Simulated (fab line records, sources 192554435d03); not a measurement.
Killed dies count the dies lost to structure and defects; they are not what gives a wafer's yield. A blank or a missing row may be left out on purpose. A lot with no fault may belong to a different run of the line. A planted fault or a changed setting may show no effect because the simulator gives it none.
What tool caused it? | flow n5Finfet | Sampling: 11 lots, 33 wafers, 3 of 1938 route steps

== WHAT EACH GAUGE READ, for each wafer ==
N5_PASSIVATION_OVL_MEAS_66.
lot  | measured     | on         | PASS_OPEN_OVL (nm)
L968 | day 12 17:55 | overlay-01 | 3 2 8
L969 | day 13 06:13 | overlay-01 | 14 6 5
L971 | day 13 17:59 | overlay-01 | 10 5 14
L975 | day 15 02:49 | overlay-01 | -4 9 12
L982 | day 16 15:13 | overlay-02 | 8 6 7
L983 | day 16 19:16 | overlay-02 | 9 13 2
L984 | day 16 19:28 | overlay-02 | 9 8 8
L985 | day 17 07:10 | overlay-01 | 1 0 -2
L987 | day 17 10:43 | overlay-02 | 1 -1 6
L989 | day 17 20:29 | overlay-01 | 13 1 3
L990 | day 18 19:38 | overlay-02 | 5 5 11

== EACH LOT AND THE TOOL THAT RAN IT (in order: tool; ch and the chambers of the sampled wafers; start) ==
lot  | N5_BEOL_M2_SPUTTER_81       | N5_PASSIVATION_PECVD_55
L968 | pvdSputter-01, day 6 23:41  | pecvd-04 ch 0,2, day 12 13:24
L969 | pvdSputter-03, day 7 11:26  | pecvd-02 ch 1,2, day 13 01:44
L971 | pvdSputter-03, day 7 22:32  | pecvd-02 ch 1,2, day 13 09:30
L975 | pvdSputter-03, day 9 10:54  | pecvd-04 ch 2, day 14 19:56
L982 | pvdSputter-01, day 10 16:55 | pecvd-01 ch 0,1,2, day 16 10:07
L983 | pvdSputter-02, day 11 00:28 | pecvd-04 ch 0,2, day 16 15:22
L984 | pvdSputter-01, day 11 01:46 | pecvd-01 ch 0,1, day 16 14:13
L985 | pvdSputter-02, day 11 20:47 | pecvd-01 ch 0,2, day 17 01:25
L987 | pvdSputter-02, day 12 03:53 | pecvd-04 ch 0,1,2, day 17 05:38
L989 | pvdSputter-03, day 12 21:50 | pecvd-02 ch 0,1, day 17 16:17
L990 | pvdSputter-03, day 13 01:02 | pecvd-04 ch 0,1,2, day 18 13:31
- N5_BEOL_M2_SPUTTER_81: material Cu, target thk 4.5 nm, time 8.29 s.
- N5_PASSIVATION_PECVD_55: deposits SiO2 from SiH4/N2O, target thk 400 nm, time 22.5 s.

== WHAT THE TOOLS THEMSELVES READ (means of the sampled wafers that have a number; where no wafer has one, the mark that the record gives instead) ==
N5_BEOL_M2_SPUTTER_81.
lot  | tool          | throttleValvePct (%)
L968 | pvdSputter-01 | 29.0
L969 | pvdSputter-03 | 30.0
L971 | pvdSputter-03 | 29.1
L975 | pvdSputter-03 | 30.0
L982 | pvdSputter-01 | 30.8
L983 | pvdSputter-02 | 30.6
L984 | pvdSputter-01 | 29.9
L985 | pvdSputter-02 | 30.2
L987 | pvdSputter-02 | 28.9
L989 | pvdSputter-03 | 30.2
L990 | pvdSputter-03 | 30.0

N5_PASSIVATION_PECVD_55.
lot  | tool     | heaterPowerW (W) | showerheadPlenumPTorr (Torr) | showerheadVppV (V) | throttleValvePct (%)
L968 | pecvd-04 | 631              | 8.14                         | 1552               | 48.0
L969 | pecvd-02 | 551              | 8.10                         | 1560               | 52.7
L971 | pecvd-02 | 561              | 8.06                         | 1577               | 52.2
L975 | pecvd-04 | 557              | 8.17                         | 1547               | 47.2
L982 | pecvd-01 | 735              | 8.06                         | 1528               | 48.3
L983 | pecvd-04 | 639              | 8.16                         | 1556               | 48.1
L984 | pecvd-01 | 707              | 8.00                         | 1509               | 48.2
L985 | pecvd-01 | 706              | 8.07                         | 1502               | 47.8
L987 | pecvd-04 | 653              | 8.20                         | 1529               | 50.1
L989 | pecvd-02 | 642              | 8.18                         | 1519               | 53.2
L990 | pecvd-04 | 616              | 8.19                         | 1539               | 50.1

== THE ANSWER, worked out from the rows above alone ==
Rule: what is usual is taken from the lots themselves. Put in order of their means at a reading, lots are off if they are a third of the lots or fewer, leave a main group of 4 or more, and stand apart from it by a gap of 3 or more times the standard deviation of the main group's means; of several such gaps the widest counts. If all means in a main group match to the digits the tables above print for the reading, that group is not used. Also off: a lot with no number at a reading for which 4 or more lots have one. Where the step has rows for the other lots, those lots are counted as sound. The gauges are gone through in route order, then the tools' own readings, and for those a lot's mean is taken as printed above. At the first step where some lot is off, the reading lying furthest off is the one used; lots without a number count as furthest.
No lot is off on any of the readings shown, so nothing can be concluded from this.

== WHAT THE SIMULATOR HAD INSERTED ==
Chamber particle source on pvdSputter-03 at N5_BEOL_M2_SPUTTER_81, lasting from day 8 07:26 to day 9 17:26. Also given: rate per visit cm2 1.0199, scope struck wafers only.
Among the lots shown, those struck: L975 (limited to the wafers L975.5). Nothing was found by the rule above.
